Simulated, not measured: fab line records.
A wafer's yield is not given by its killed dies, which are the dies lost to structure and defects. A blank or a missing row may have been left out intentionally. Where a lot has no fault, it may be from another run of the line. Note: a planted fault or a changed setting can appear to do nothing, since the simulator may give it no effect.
Split-lot study    flow n5-finfet    21 wafers read from 7 lots, route of 1938 steps

== THE SPLIT ==
At N5_BEOL_M5_ETCH_68 (etches SOC in N2/H2, target depth 80 nm, overetch 16 nm, time 120 s), the setting bias-w was moved away from the recipe's 150 W on 5 of the 21 wafers read, by -7.3% to +17.6%. All remaining wafers had this setting at the recipe value.

The reading comes from the split's own step.

== THE READING ==
rf-vpp-V, in V, at N5_BEOL_M5_ETCH_68 (etches SOC in N2/H2, target depth 80 nm, overetch 16 nm, time 120 s). A value of 524.6 V with a standard deviation of 2.5 V is what fault-free wafers of this fab line usually give.

wafer   tool, chamber at the split  bias-w as run, W  against the recipe  rf-vpp-V, V  against lot-mates on the recipe
L086.3  rie-diel-05, 0              176.4             +17.6%              582.1        +61.4
L086.4  rie-diel-05, 1              150               recipe              519.2        -
L086.6  rie-diel-05, 2              150               recipe              522.3        -
L087.1  rie-diel-02, 0              150               recipe              529.3        -
L087.3  rie-diel-02, 2              150               recipe              526.5        -
L087.6  rie-diel-02, 1              150               recipe              521.6        -
L088.3  rie-diel-02, 1              150               recipe              523.7        -
L088.4  rie-diel-02, 2              170.5             +13.7%              567.3        +43.6
L088.5  rie-diel-02, 3              170.5             +13.7%              567.0        +43.3
L090.1  rie-diel-04, 1              150               recipe              524.5        -
L090.5  rie-diel-04, 0              175.7             +17.1%              581.0        +54.7
L090.6  rie-diel-04, 3              150               recipe              528.1        -
L093.2  rie-diel-05, 0              150               recipe              525.2        -
L093.4  rie-diel-05, 3              150               recipe              522.5        -
L093.5  rie-diel-05, 2              150               recipe              522.0        -
L096.1  rie-diel-04, 2              139.1             -7.3%               502.1        -23.9
L096.2  rie-diel-04, 1              150               recipe              524.4        -
L096.6  rie-diel-04, 3              150               recipe              527.5        -
L097.4  rie-diel-04, 1              150               recipe              525.3        -
L097.5  rie-diel-04, 1              150               recipe              524.4        -
L097.6  rie-diel-04, 0              150               recipe              525.4        -

THE FIT
A straight line over all 21 wafers: rf-vpp-V changes by +3.21 V for each +1% of bias-w; r = +0.99; the points scatter about the line by 2.4 V.
The same after taking each lot's own level away (the mean of its wafers on the recipe; 21 wafers): +3.28 V for each +1%; r = +1.00; scatter 1.9 V.
Per that fit: largest bias-w move, reading shift of 58 V.
Across the lots, their own levels run from 520.75 to 526.30 V, a range of 2.2 times the standard deviation given above.
The two slopes agree, so the slope changes little with the lot-to-lot level.
Check: with one of the wafers moved furthest among these (+17.6%) left out of the fit, the line predicts +56.2 V for it against its lot-mates. Against them it came out at +61.4 V.
Tool readings at the split's step, against how far the setting was moved: rf-vpp-V r = +0.99.

== OTHER SPLITS ON THESE WAFERS ==
These wafers also went through other splits before the reading. Each is held against what the fit with the lots' levels taken away leaves over:
other split on the same wafers  wafers away from the commonest value  r with rf-vpp-V (lot level and that fit taken away)
N5_BEOL_M3_ILD_DEP_00 time-s    8                                     -0.30
N5_BEOL_M4_COAT_62 spin-rpm     8                                     +0.05
N5_BEOL_M4_SPUTTER_94 time-s    12                                    +0.27

== THE WHOLE CHAIN: every reading that the file lists as answering this split, in the file's order ==
step                what it does                                                         reading                                                                           change (the file's fit)                 r (the file's)
N5_BEOL_M5_ETCH_68  etches SOC in N2/H2, target depth 80 nm, overetch 16 nm, time 120 s  rf-vpp-V                                                                          +3.3 V for each +1% of the setting      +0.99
N5_BEOL_M5_ETCH_68  etches SOC in N2/H2, target depth 80 nm, overetch 16 nm, time 120 s  SiARC_of_BEOL_M5_COAT_66.thk-nm (the simulator's own value, which no gauge read)  -0.0658 nm for each +1% of the setting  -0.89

== FILE'S OWN FIT ==
rf-vpp-V changes by +3.3 V for each +1% of bias-w, r = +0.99.
